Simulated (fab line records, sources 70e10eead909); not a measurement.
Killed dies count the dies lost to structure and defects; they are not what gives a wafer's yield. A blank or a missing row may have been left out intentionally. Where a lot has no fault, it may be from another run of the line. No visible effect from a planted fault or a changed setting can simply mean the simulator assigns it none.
Comparing a struck lot with a sound one / flow nand_harc / 26 steps out of a route of 1159
Sound: the wafers L479.2, L479.4, L479.5. Struck: wafers L496.2, L496.6. (L496.1 of the same lot was not struck and is left out.) The cause comes at the end.
Per side, at each step with rows, come the tool, then ch with its chambers, and then its first start. Under that, the readings that differ: sound wafers / struck wafers / difference of the means / sigmas: that difference in standard deviations of wafers without a fault.
alike: same words and numbers on both sides, and readings whose means sit less than 2 such deviations apart. not compared: any withheld reading, any reading some wafer has no value for, any bound like >300 that may hide the same value, and any number with overlapping values for which the record gives no deviation.
The two part at a step that has a row with sigmas, a row that says differs or no value, or rows on one side only. Numbers that don't overlap but have no deviation are shown without sigmas and don't part them. A reading missing from all wafers of one side parts the sides only when that side holds two or more wafers.

first, 7 steps without rows for these wafers: NHARC_P_GATE_HMDS_84 (time 30 s); NHARC_P_GATE_COAT_85; NHARC_P_GATE_SOFTBAKE_86 (time 95 s); NHARC_P_GATE_EBR_87; NHARC_P_GATE_EXPOSE_88 (exposes mask P HVN, target cd 2000 nm); NHARC_P_GATE_PEB_89 (peb time 85 s); NHARC_P_GATE_DEVELOP_90 (time 70 s).
NHARC_P_GATE_CD_MEAS_91: the cd target is 2000 nm.
  sound on cd_sem-02 ch 0, day 5 12:59; struck on cd_sem-03 ch 0, day 9 12:05
  alike: cd_nm
then, 1 step without rows for these wafers: NHARC_P_GATE_HARDBAKE_92 (time 80 s).
NHARC_P_GATE_DESCUM_93: chemistry O2, time 3 s.
  sound on rie_diel-11 ch 0,1, day 5 13:10; struck on rie_diel-05 ch 0, day 9 12:16
  alike: drypump_motor_current_A, oes_product_au, rf_vpp_V, showerhead_plenum_p_Torr, throttle_valve_pct
  not compared: rf_hours_counter_h
then, 2 steps without rows for these wafers: NHARC_P_GATE_IMPLANT_94; NHARC_P_GATE_STRIP_113 (strips in N2/H2, time 740 s).
NHARC_P_GATE_STRIP_95: strips in O2.
  sound on plasma_asher-02 ch 0,1, day 5 14:15; struck on plasma_asher-01 ch 0, day 9 13:31
  alike: drypump_motor_current_A, heater_power_w, rf_refl_power_W, temp_c
  not compared: rf_hours_counter_h
then, 3 steps without rows for these wafers: NHARC_P_GATE_STRIP_96 (strips in SPM, time 900 s); NHARC_P_GATE_RTA_64 (time 1 s); NHARC_P_GATE_ETCH_77 (etches SiO2 in dHF, target depth 6 nm).
NHARC_P_GATE_DEGAS_109: time 60 s.
  sound: pvd_sputter-02 at day 5 15:07; struck: pvd_sputter-01 at day 9 14:23
  alike: heater_power_w
then, 3 steps without rows for these wafers: NHARC_P_GATE_PRE_CLEAN_110 (time 30 s); NHARC_P_GATE_SPUTTER_78 (material Ni, target thk 10 nm); NHARC_P_GATE_SPUTTER_79 (material TiN, target thk 10 nm).
NHARC_P_GATE_RTA_80: time 30 s.
  sound on rtp_anneal-01 ch 0, day 5 15:26; struck on rtp_anneal-01 ch 0, day 9 14:42
reading=wafer_temp_C_max; sound=302.5 301.7 302.7; struck=301.3 301.3; difference=-1.0; sigmas=-2
  alike: lamp_power_pct, lamp_zone_4_pct
then, 1 step without rows for these wafers: NHARC_P_GATE_STRIP_67 (strips in SPM, time 600 s).
NHARC_P_GATE_RTA_82: time 30 s.
  sound on rtp_anneal-01 ch 0, day 5 15:54; struck on rtp_anneal-01 ch 0, day 9 15:11
  alike: lamp_power_pct, lamp_zone_4_pct, wafer_temp_C_max
NHARC_P_GATE_INSPECT_68:
  sound: defect_inspect-01 at day 5 16:04; struck: defect_inspect-02 at day 9 15:23
reading=raw_defect_count; sound=95 93 137; struck=592 648; difference=+512; sigmas=+6
NHARC_P_CONTACT_DEP_30: deposits SiNx, target thk 30 nm.
  sound on pecvd-02 ch 0,2, day 5 16:08; struck on pecvd-01 ch 1, day 9 15:29
  alike: heater_power_w
  not compared: since_wet_clean_h
-- jump in the record: it breaks off in module P_CONTACT and resumes in module END (first step shown: number 1159 of the route), and 14 days separate the struck wafers' starts before and after --
NHARC_END_SORT_01:
  only the struck wafers appear in the record here, on prober-01 ch 0 at day 24 03:14; the sound ones have no rows

WHERE THEY PART
First at NHARC_P_GATE_RTA_80; last, within this record, at NHARC_END_SORT_01.

WHY: what had been put in by the simulator
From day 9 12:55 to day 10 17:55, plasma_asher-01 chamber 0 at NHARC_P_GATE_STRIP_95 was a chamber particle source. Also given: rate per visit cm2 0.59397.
